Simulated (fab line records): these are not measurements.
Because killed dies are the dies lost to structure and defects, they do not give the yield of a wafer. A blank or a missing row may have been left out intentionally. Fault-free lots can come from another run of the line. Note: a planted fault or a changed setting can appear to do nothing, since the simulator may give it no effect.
A struck lot beside a sound one | flow nand-harc | 15 steps out of a route of 1302
Sound: these wafers, L761.2, L761.3, L761.4. The struck wafers were L755.2, L755.5, L755.6. Last of all comes the cause.
At each step with rows: each side's tool, then ch and its chambers, then its first start. Under that, the readings that differ: sound wafers | struck wafers | difference of the means | sigmas: that difference in standard deviations of wafers without a fault.
alike: a reading whose means differ by less than 2 such deviations, as well as words and numbers matching on both sides. not compared: withheld readings; readings where some wafer has no value; bounds like >300 that might hide an equal value; numbers whose values overlap and for which the record gives no deviation.
A row with sigmas, a row that says differs or no value, or rows on one side alone: a step with any of these is where the two part. Numbers that don't overlap but have no deviation are shown without sigmas and don't part them. A reading missing from all wafers of one side parts the sides only when that side holds two or more wafers.

first, 2 steps without rows for these wafers: NHARC_A_DECK1_JOINT_ANNEAL_28 (time 1800 s); NHARC_A_DECK1_JOINT_ANNEAL_29 (time 1800 s).
NHARC_A_DECK1_JOINT_CMP_02: polishes SiOx.
  sound on cmp-02 ch 0,1,3, day 19 08:35; struck on cmp-02 ch 1,2, day 16 20:38
  alike: edge-zone-pressure-frac, motor-current-A
then, 1 step without rows for these wafers: NHARC_A_DECK1_JOINT_SRD_15.
NHARC_A_DECK1_JOINT_DEP_16: deposits SiO2, target thk 45 nm.
  sound on pecvd-03 ch 1,2, day 19 09:00; struck on pecvd-04 ch 0,2, day 16 21:01
  alike: heater-power-w, throttle-valve-pct
NHARC_A_DECK1_JOINT_THK_MEAS_17: measures by ellipsometry.
  sound on film-metro-01 at day 19 09:16; struck on film-metro-01 at day 16 21:18
  alike: thk-nm
NHARC_A_DECK1_JOINT_INSPECT_05:
  sound on defect-inspect-01 at day 19 09:18; struck on defect-inspect-02 at day 16 21:20
  alike: raw-defect-count
then, no rows for these wafers at 1 step: NHARC_A_ONON_D2_DEP_00 (target thk 1000 nm).
NHARC_A_ONON_D2_THK_MEAS_02: measures by ellipsometry.
  sound on film-metro-01 at day 19 09:52; struck on film-metro-01 at day 16 21:55
  alike: thk-nm
then, no rows for these wafers at 1 step: NHARC_A_ONON_D2_DEP_03 (target thk 1000 nm).
NHARC_A_ONON_D2_THK_MEAS_05: measures by ellipsometry.
  sound on film-metro-01 at day 19 10:26; struck on film-metro-01 at day 16 22:29
  alike: thk-nm
NHARC_A_ONON_D2_DEP_06: target thk 1000 nm.
  sound on pecvd-onon-04 ch 0, day 19 10:33; struck on pecvd-onon-04 ch 0, day 16 22:35
  alike: n2o-flow-sccm
NHARC_A_ONON_D2_THK_MEAS_08: measures by ellipsometry.
  sound on film-metro-01 at day 19 11:00; struck on film-metro-01 at day 16 23:02
  reading     | sound          | struck         | difference | sigmas
  thk-nm (nm) | 1013 1012 1012 | 1660 1662 1659 | +648       | +65
then, no rows for these wafers at 1 step: NHARC_A_ONON_D2_DEP_09 (target thk 1000 nm).
-- break in the record here, with 12 days between the starts of the struck wafers on either side (left off in module A_ONON_D2, picked up again in module END, where the first step shown is number 1302 on the route) --
NHARC_END_SORT_01:
  only the struck wafers appear in the record here, on prober-02 ch 0 at day 28 20:55; the sound ones have no rows

## WHERE THEY PART
First at NHARC_A_ONON_D2_THK_MEAS_08; last, within this record, at NHARC_END_SORT_01.

WHY: what the simulator had put in
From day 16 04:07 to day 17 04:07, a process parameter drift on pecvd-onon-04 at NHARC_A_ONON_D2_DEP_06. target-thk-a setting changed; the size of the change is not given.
